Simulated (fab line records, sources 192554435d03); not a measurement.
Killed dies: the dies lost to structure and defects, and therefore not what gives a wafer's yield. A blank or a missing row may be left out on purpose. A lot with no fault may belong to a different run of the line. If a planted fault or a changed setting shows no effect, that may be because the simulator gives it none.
The same fault as seen by 2 desks :: flow n5Finfet :: each desk has only its own numbers; what lay behind them comes last

## TOOL OWNER'S DESK, aldMetal-03
The tool's own readings at N5_MOL_CONTACT_COAG_ALD_20 (deposits TiN, target thk 1.5 nm, pulse time 1 s, purge time 3 s): means of the sampled wafers that have a number, for each lot that ran on this tool. A lot is out of limits, marked OUT, if its mean lies more than 4 standard deviations from the usual mean; the brackets give that distance.
Columns: A = heaterPowerW at N5_MOL_CONTACT_COAG_ALD_20, usual 888 W; B = precursorPulseHeightRel at N5_MOL_CONTACT_COAG_ALD_20, usual 0.995
lot: L560
first seen here: day 5 07:07
A: 806
B: 0.993

lot: L561
first seen here: day 5 15:34
A: 821
B: 1.004

lot: L563
first seen here: day 5 22:56
A: 809
B: 0.997

lot: L568
first seen here: day 7 05:16
A: 880
B: 1.003

lot: L574
first seen here: day 8 16:50
A: 821
B: 0.980
This desk found nothing out of limits on any of the 5 lots.

## FROM THE METROLOGY DESK
Lot by lot, what the gauges showed, no matter which tool ran the lot: averages of those sampled wafers that carry a number. A lot is out of limits, marked OUT, if its mean lies more than 4 standard deviations from the usual mean; the brackets give that distance. It has 10 readings; the 7 that lie furthest out on some lot are the ones shown.
Columns: A = DIBL_N at N5_BEOL_M4_RC_MEAS_101, usual 35.0 mV/V; B = IOFF_N at N5_BEOL_M4_RC_MEAS_101, usual 0.14 nA/um; C = ION_N at N5_BEOL_M4_RC_MEAS_101, usual 667 uA/um; D = ION_P at N5_BEOL_M4_RC_MEAS_101, usual 460 uA/um; E = SS_N at N5_BEOL_M4_RC_MEAS_101, usual 71.2 mV/dec; F = SS_P at N5_BEOL_M4_RC_MEAS_101, usual 73.1 mV/dec; G = VT_N at N5_BEOL_M4_RC_MEAS_101, usual 252 mV
lot: L558
first seen here: day 8 04:15
A: 33.2
B: 0.13
C: 668
D: 466
E: 70.3
F: 72.8
G: 249

lot: L560
first seen here: day 8 07:59
A: 35.6
B: 0.16
C: 668
D: 460
E: 71.6
F: 73.4
G: 250

lot: L561
first seen here: day 8 14:15
A: 37.9
B: 0.21
C: 681
D: 466
E: 71.8
F: 74.1
G: 246

lot: L563
first seen here: day 9 04:11
A: 34.7
B: 0.16
C: 679
D: 462
E: 71.2
F: 73.0
G: 250

lot: L567
first seen here: day 9 20:46
A: 33.9
B: 0.12
C: 655
D: 449
E: 71.6
F: 72.8
G: 255

lot: L568
first seen here: day 10 11:07
A: 33.0
B: 0.11
C: 656
D: 454
E: 70.5
F: 72.3
G: 255

lot: L574
first seen here: day 11 16:36
A: 32.5
B: 0.11
C: 661
D: 466
E: 70.5
F: 71.9
G: 255

lot: L578
first seen here: day 12 18:19
A: 33.0
B: 0.09
C: 632
D: 443
E: 71.0
F: 72.5
G: 260

lot: L579
first seen here: day 12 19:49
A: 35.1
B: 0.12
C: 663
D: 458
E: 71.8
F: 72.6
G: 256
This desk found nothing out of limits on any of the 9 lots.

## TAKEN TOGETHER
Nothing out of limits was seen by the tool owner's desk.
The metrology desk saw nothing out of limits.

## WHAT WAS PUT IN BY THE SIMULATOR
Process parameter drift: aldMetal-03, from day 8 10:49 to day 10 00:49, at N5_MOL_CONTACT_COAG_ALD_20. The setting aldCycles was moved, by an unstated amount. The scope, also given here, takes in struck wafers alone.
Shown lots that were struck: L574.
